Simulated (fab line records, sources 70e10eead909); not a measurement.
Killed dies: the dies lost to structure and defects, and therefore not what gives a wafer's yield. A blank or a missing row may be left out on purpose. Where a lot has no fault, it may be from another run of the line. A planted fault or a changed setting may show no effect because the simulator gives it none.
Struck lot and sound lot, side by side / flow nand_harc / 20 steps out of a route of 1302
Sound: these wafers, L485.3, L485.4, L485.5. Wafers struck: L499.1, L499.4, L499.6. The cause comes at the end.
Each step with rows lists, per side, the tool, then ch with its chambers, then its first start. Under that, the readings that differ: sound wafers / struck wafers / difference of the means / sigmas: that difference in standard deviations of wafers without a fault.
alike: readings whose means differ by less than 2 such deviations, and words and numbers that are the same on both sides. not compared: withheld readings, readings that some wafer has no value for, bounds like >300 that may hide the same value, and numbers for which the record gives no deviation and whose values overlap.
The two part at a step that has a row with sigmas, a row that says differs or no value, or rows on one side only. Non-overlapping numbers with no deviation appear without sigmas and do not part them. A reading that every wafer of one side lacks parts them only if that side has two wafers or more.

NHARC_P_GATE_CD_MEAS_59 targets a cd of 720 nm.
  sound on cd_sem-03 ch 0, day 6 06:58; struck on cd_sem-03 ch 0, day 12 05:09
  alike: cd_nm
then, 1 step without rows for these wafers: NHARC_P_GATE_HARDBAKE_60 (time 80 s).
NHARC_P_GATE_DESCUM_61: chemistry O2, time 3 s.
  sound on rie_diel-10 ch 0,1,3, day 6 07:09; struck on rie_diel-03 ch 0,2, day 12 05:19
  alike: drypump_motor_current_A, o2_flow_sccm, oes_product_au, rf_vpp_V, showerhead_plenum_p_Torr, throttle_valve_pct
  not compared: rf_hours_counter_h
then, 1 step without rows for these wafers: NHARC_P_GATE_IMPLANT_62.
NHARC_P_GATE_STRIP_112: strips in N2/H2, time 200 s.
  sound on plasma_asher-01 ch 0,1, day 6 07:35; struck on plasma_asher-02 ch 0, day 12 05:54
reading=heater_power_w (W); sound=91 93 93; struck=83 83 80; difference=-10; sigmas=-2
  alike: drypump_motor_current_A, rf_refl_power_W
  not compared: rf_hours_counter_h
NHARC_P_GATE_STRIP_76: strips in O2.
  sound on plasma_asher-01 ch 0,1, day 6 07:46; struck on plasma_asher-02 ch 0, day 12 06:10
reading=heater_power_w (W); sound=355 354 360; struck=311 305 310; difference=-48; sigmas=-3
  alike: drypump_motor_current_A, rf_refl_power_W
  not compared: rf_hours_counter_h
then, 6 steps without rows for these wafers: NHARC_P_GATE_STRIP_63 (strips in SPM, time 900 s); NHARC_P_GATE_DEHYDRATE_83 (time 120 s); NHARC_P_GATE_HMDS_84 (time 30 s); NHARC_P_GATE_COAT_85; NHARC_P_GATE_SOFTBAKE_86 (time 95 s); NHARC_P_GATE_EBR_87.
NHARC_P_GATE_EXPOSE_88: exposes mask P HVN, target cd 2000 nm.
  sound on krf_scanner-04 ch 0, day 6 08:39; struck on krf_scanner-04 ch 0, day 12 06:55
reading=mask; sound=P_HVN#0 P_HVN#0 P_HVN#0; struck=P_HVN_R1#0 P_HVN_R1#0 P_HVN_R1#0; difference=differs; sigmas=
then, 2 steps without rows for these wafers: NHARC_P_GATE_PEB_89 (peb time 85 s); NHARC_P_GATE_DEVELOP_90 (time 70 s).
NHARC_P_GATE_CD_MEAS_91 targets a cd of 2000 nm.
  sound on cd_sem-02 ch 0, day 6 08:48; struck on cd_sem-02 ch 0, day 12 07:05
reading=cd_nm (nm); sound=1996.5 1997.8 1998.8; struck=2106.3 2103.8 2105.6; difference=+107.5; sigmas=+57
then, 1 step without rows for these wafers: NHARC_P_GATE_HARDBAKE_92 (time 80 s).
NHARC_P_GATE_DESCUM_93: chemistry O2, time 3 s.
  sound on rie_diel-03 ch 1,2, day 6 08:59; struck on rie_diel-04 ch 0,1, day 12 07:14
reading=showerhead_plenum_p_Torr (Torr); sound=1.79 1.84 1.79; struck=1.93 2.02 1.93; difference=+0.15; sigmas=+2
reading=model.P_GATE.cd_nm (nm); sound=1997 1998 1999; struck=2106 2104 2106; difference=+107; sigmas=
  alike: drypump_motor_current_A, o2_flow_sccm, oes_product_au, rf_vpp_V, throttle_valve_pct
  not compared: rf_hours_counter_h
then, 2 steps without rows for these wafers: NHARC_P_GATE_IMPLANT_94; NHARC_END_SORT_01.

WHERE THEY PART
Last at NHARC_P_GATE_DESCUM_93 as far as this record goes, first at NHARC_P_GATE_STRIP_112.

WHY: the cause the simulator had injected
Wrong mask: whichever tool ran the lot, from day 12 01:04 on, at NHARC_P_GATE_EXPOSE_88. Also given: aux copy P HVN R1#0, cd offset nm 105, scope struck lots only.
